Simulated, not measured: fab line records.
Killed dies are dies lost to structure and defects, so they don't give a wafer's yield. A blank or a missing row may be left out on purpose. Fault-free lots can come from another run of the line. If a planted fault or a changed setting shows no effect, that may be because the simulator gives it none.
Lot-split experiment ; flow n5-finfet ; 21 wafers read from 7 lots, route of 1938 steps

THE SPLIT
At N5_BEOL_M14_PEB_26 (peb time 90 s), the setting peb-temp-c was moved away from the recipe's 130 C on 8 of the 21 wafers read, by -1.8% to +1.8%. All remaining wafers had this setting at the recipe value.

FROM THE SPLIT TO THE READING: what the file shows between them, 2 steps
- N5_BEOL_M14_DEVELOP_27: develop time 45 s
- N5_BEOL_M14_HARDBAKE_32: time 120 s

THE READING
cd-nm at N5_BEOL_M14_CD_MEAS_28, given in nm (cd target 284.4 nm). Fault-free wafers of this fab line usually give 285.8 nm, standard deviation 2.6 nm.

wafer;tool, chamber at the split;peb-temp-c as run, C;against the recipe;cd-nm, nm;against lot-mates on the recipe
L076.2;litho-track-03, 0;131.9;+1.5%;290.8;+6.7
L076.4;litho-track-03, 0;130;recipe;284.1;-
L076.5;litho-track-03, 0;131.9;+1.5%;292.1;+8.0
L086.1;litho-track-05, 0;130;recipe;283.2;-
L086.5;litho-track-05, 0;132.4;+1.8%;299.5;+14.9
L086.6;litho-track-05, 0;130;recipe;286.1;-
L085.1;litho-track-02, 0;130;recipe;283.6;-
L085.2;litho-track-02, 0;130;recipe;286.9;-
L085.4;litho-track-02, 0;130;recipe;288.3;-
L087.1;litho-track-05, 0;130;recipe;289.9;-
L087.4;litho-track-05, 0;130;recipe;287.9;-
L087.6;litho-track-05, 0;130;recipe;285.6;-
L091.2;litho-track-05, 0;130;recipe;288.9;-
L091.3;litho-track-05, 0;127.6;-1.8%;276.5;-12.4
L091.4;litho-track-05, 0;127.6;-1.8%;278.6;-10.3
L095.1;litho-track-05, 0;130;recipe;286.1;-
L095.3;litho-track-05, 0;130;recipe;287.0;-
L095.4;litho-track-05, 0;131;+0.8%;287.9;+1.3
L096.2;litho-track-05, 0;132;+1.5%;298.2;+11.9
L096.3;litho-track-05, 0;132;+1.5%;295.6;+9.3
L096.5;litho-track-05, 0;130;recipe;286.3;-

THE FIT
A straight line over all 21 wafers: cd-nm changes by +5.27 nm for each +1% of peb-temp-c; r = +0.92; the points scatter about the line by 2.3 nm.
The same after taking each lot's own level away (the mean of its wafers on the recipe; 21 wafers): +6.3 nm for each +1%; r = +0.96; scatter 1.8 nm.
According to that fit, moving peb-temp-c by its largest amount changes the reading by 12 nm.
The lots' own levels span 284.10 to 288.90 nm, that is 1.8 times the standard deviation above.
So the lot-to-lot level changes the slope: the two fits differ.
Check: +10.8 nm against its lot-mates is what the line predicts for one of the wafers moved furthest among these (+1.8%) when that wafer is left out of the fit. Against them it came out at +14.9 nm.

THESE WAFERS: OTHER SPLITS
Other splits were also applied to these wafers ahead of the reading. Each is held against what the fit with the lots' levels taken away leaves over:
other split on the same wafers;wafers away from the commonest value;r with cd-nm (lot level and that fit taken away)
N5_BEOL_M13_DEVELOP_27 develop-time-s;11;+0.05

THE WHOLE CHAIN: every reading that the file lists as answering this split, in the file's order
step;what it does;reading;change (the file's fit);r (the file's)
N5_BEOL_M14_CD_MEAS_28;target cd 284.4 nm;cd-nm;+6.44 nm for each +1% of the setting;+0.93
N5_BEOL_M14_DESCUM_33;chemistry O2, time 7.9 s;BEOL_M14.cd-nm (the simulator's own value, which no gauge read);+6.45 nm for each +1% of the setting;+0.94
N5_BEOL_M14_ETCH_67;etches SiARC in CF4, target depth 143 nm, time 238.3 s;BEOL_M14.cd-nm (the simulator's own value, which no gauge read);+6.66 nm for each +1% of the setting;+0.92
N5_BEOL_M14_ETCH_68;etches SOC in N2/H2, time 450 s;BEOL_M14.cd-nm (the simulator's own value, which no gauge read);+6.41 nm for each +1% of the setting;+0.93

FILE'S OWN FIT
cd-nm changes by +6.44 nm for each +1% of peb-temp-c, r = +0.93.
